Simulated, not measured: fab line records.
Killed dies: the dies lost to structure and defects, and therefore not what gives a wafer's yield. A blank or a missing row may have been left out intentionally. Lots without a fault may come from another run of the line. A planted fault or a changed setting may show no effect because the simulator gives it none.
Chamber matching + flow n5Finfet + rieSi-02 running N5_BEOL_M0_SAQP_MANDREL_ETCH_103: 4 sister chambers
The step etches a-Si in HBr/Cl2, stops on SiCN, target depth 45 nm, bt time 10 s, time 27 s. 16 wafers are shown with their chamber, then 8 later ones without.

WAFERS PAIRED WITH THEIR CHAMBERS
| wafer  | chamber | oesProductAu (a.u.) |
|--------|---------|---------------------|
| L075.1 | 0       | 0.659               |
| L075.3 | 3       | 0.663               |
| L075.5 | 1       | 0.679               |
| L076.1 | 3       | 0.675               |
| L076.3 | 0       | 0.676               |
| L076.5 | 0       | 0.684               |
| L077.1 | 1       | 0.672               |
| L077.3 | 0       | 0.658               |
| L077.6 | 3       | 0.682               |
| L079.1 | 0       | 0.675               |
| L079.3 | 1       | 0.682               |
| L079.6 | 2       | 0.660               |
| L080.1 | 1       | 0.692               |
| L080.3 | 3       | 0.674               |
| L080.5 | 1       | 0.683               |
| L086.1 | 1       | 0.678               |

SIGNATURES (averages over the wafers above)
| reading      | chamber 0 | chamber 1 | chamber 2 | chamber 3 | scatter within a chamber |
|--------------|-----------|-----------|-----------|-----------|--------------------------|
| oesProductAu | 0.67040   | 0.68100   | 0.66000   | 0.67350   | 0.00879                  |
Rule: a wafer's distance from a chamber is the root of the sum, over the readings, of the square of ((its reading less the chamber's mean) divided by the reading's scatter). If the next closest chamber is less than 2 further off than the closest, the wafer can't be placed; otherwise it belongs to the closest. The scatter: take each reading less its chamber's mean, square it, sum over the shown wafers, divide by the number of wafers less the number of chambers, and take the root.

WAFERS WITH NO CHAMBER GIVEN
| wafer  | oesProductAu (a.u.) |
|--------|---------------------|
| L086.3 | 0.659               |
| L086.4 | 0.695               |
| L091.2 | 0.670               |
| L091.3 | 0.682               |
| L091.4 | 0.681               |
| L093.2 | 0.692               |
| L093.4 | 0.676               |
| L093.5 | 0.692               |

CHAMBER TAKEN BY EACH
| wafer  | from the rows above               | in truth |
|--------|-----------------------------------|----------|
| L086.3 | can't be placed: 2 or 0 or 3      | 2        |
| L086.4 | can't be placed: 1 or 3 or 0      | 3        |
| L091.2 | can't be placed: 0 or 3 or 2 or 1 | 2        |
| L091.3 | can't be placed: 1 or 3 or 0      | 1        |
| L091.4 | can't be placed: 1 or 3 or 0      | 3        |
| L093.2 | can't be placed: 1 or 3 or 0      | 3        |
| L093.4 | can't be placed: 3 or 1 or 0 or 2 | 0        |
| L093.5 | can't be placed: 1 or 3 or 0      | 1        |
Correct placement for 0 of the 8. Can't be placed from these rows: 8 (the true chamber is among the candidates in 8). Placed wrongly: 0.
